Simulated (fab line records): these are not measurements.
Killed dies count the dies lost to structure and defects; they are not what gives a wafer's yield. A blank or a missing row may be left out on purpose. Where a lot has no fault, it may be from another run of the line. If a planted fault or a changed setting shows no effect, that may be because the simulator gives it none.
Chamber matching / flow n5-finfet / 4 sister chambers for N5_HKMG_FIN_ALD_21 on ald-metal-04
The step deposits TiN, target thk 1.5 nm, pulse time 1 s, purge time 3 s. 14 wafers are shown with their chamber, then 7 later ones without.

== WAFERS PAIRED WITH THEIR CHAMBERS ==
wafer=L077.2; chamber=1; heater-power-w (W)=750; precursor-pulse-height-rel=1.003
wafer=L077.4; chamber=2; heater-power-w (W)=927; precursor-pulse-height-rel=1.015
wafer=L077.6; chamber=0; heater-power-w (W)=960; precursor-pulse-height-rel=1.011
wafer=L079.1; chamber=0; heater-power-w (W)=947; precursor-pulse-height-rel=0.994
wafer=L079.5; chamber=0; heater-power-w (W)=970; precursor-pulse-height-rel=1.003
wafer=L079.6; chamber=1; heater-power-w (W)=752; precursor-pulse-height-rel=0.989
wafer=L080.1; chamber=3; heater-power-w (W)=968; precursor-pulse-height-rel=0.961
wafer=L080.3; chamber=0; heater-power-w (W)=967; precursor-pulse-height-rel=0.984
wafer=L080.5; chamber=2; heater-power-w (W)=897; precursor-pulse-height-rel=0.991
wafer=L085.1; chamber=0; heater-power-w (W)=958; precursor-pulse-height-rel=0.984
wafer=L085.3; chamber=1; heater-power-w (W)=740; precursor-pulse-height-rel=1.007
wafer=L085.5; chamber=2; heater-power-w (W)=928; precursor-pulse-height-rel=1.007
wafer=L090.3; chamber=3; heater-power-w (W)=947; precursor-pulse-height-rel=1.016
wafer=L090.4; chamber=2; heater-power-w (W)=900; precursor-pulse-height-rel=0.984

SIGNATURES, as means of the wafers listed above
reading=heater-power-w; chamber 0=960.40; chamber 1=747.33; chamber 2=913.00; chamber 3=957.50; scatter within a chamber=12.1
reading=precursor-pulse-height-rel; chamber 0=0.99520; chamber 1=0.99967; chamber 2=0.99925; chamber 3=0.98850; scatter within a chamber=0.0169
Rule: a wafer lies at a distance from a chamber equal to the root of the sum of squares, over the readings, of (its reading less the chamber's mean, divided by the reading's scatter). The wafer belongs to the nearest chamber; if the next one is less than 2 further off, it can't be placed. The scatter is the square root of a quotient: the sum, over the shown wafers, of each reading's squared deviation from its chamber's mean, divided by wafers minus chambers.

== WAFERS WITH NO CHAMBER GIVEN ==
wafer=L090.6; heater-power-w (W)=966; precursor-pulse-height-rel=0.991
wafer=L091.2; heater-power-w (W)=1001; precursor-pulse-height-rel=1.011
wafer=L091.3; heater-power-w (W)=918; precursor-pulse-height-rel=1.005
wafer=L091.5; heater-power-w (W)=762; precursor-pulse-height-rel=1.002
wafer=L096.4; heater-power-w (W)=967; precursor-pulse-height-rel=1.005
wafer=L096.5; heater-power-w (W)=945; precursor-pulse-height-rel=1.018
wafer=L096.6; heater-power-w (W)=974; precursor-pulse-height-rel=0.990

== EACH ONE'S CHAMBER ==
wafer=L090.6; from the rows above=can't be placed: 0 or 3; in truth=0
wafer=L091.2; from the rows above=can't be placed: 0 or 3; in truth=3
wafer=L091.3; from the rows above=2; in truth=2
wafer=L091.5; from the rows above=1; in truth=1
wafer=L096.4; from the rows above=can't be placed: 0 or 3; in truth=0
wafer=L096.5; from the rows above=can't be placed: 0 or 3 or 2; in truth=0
wafer=L096.6; from the rows above=can't be placed: 0 or 3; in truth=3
2 of 7 placed correctly. These rows do not allow placing 5 (true chamber among the candidates in 5). 0 placed wrongly.
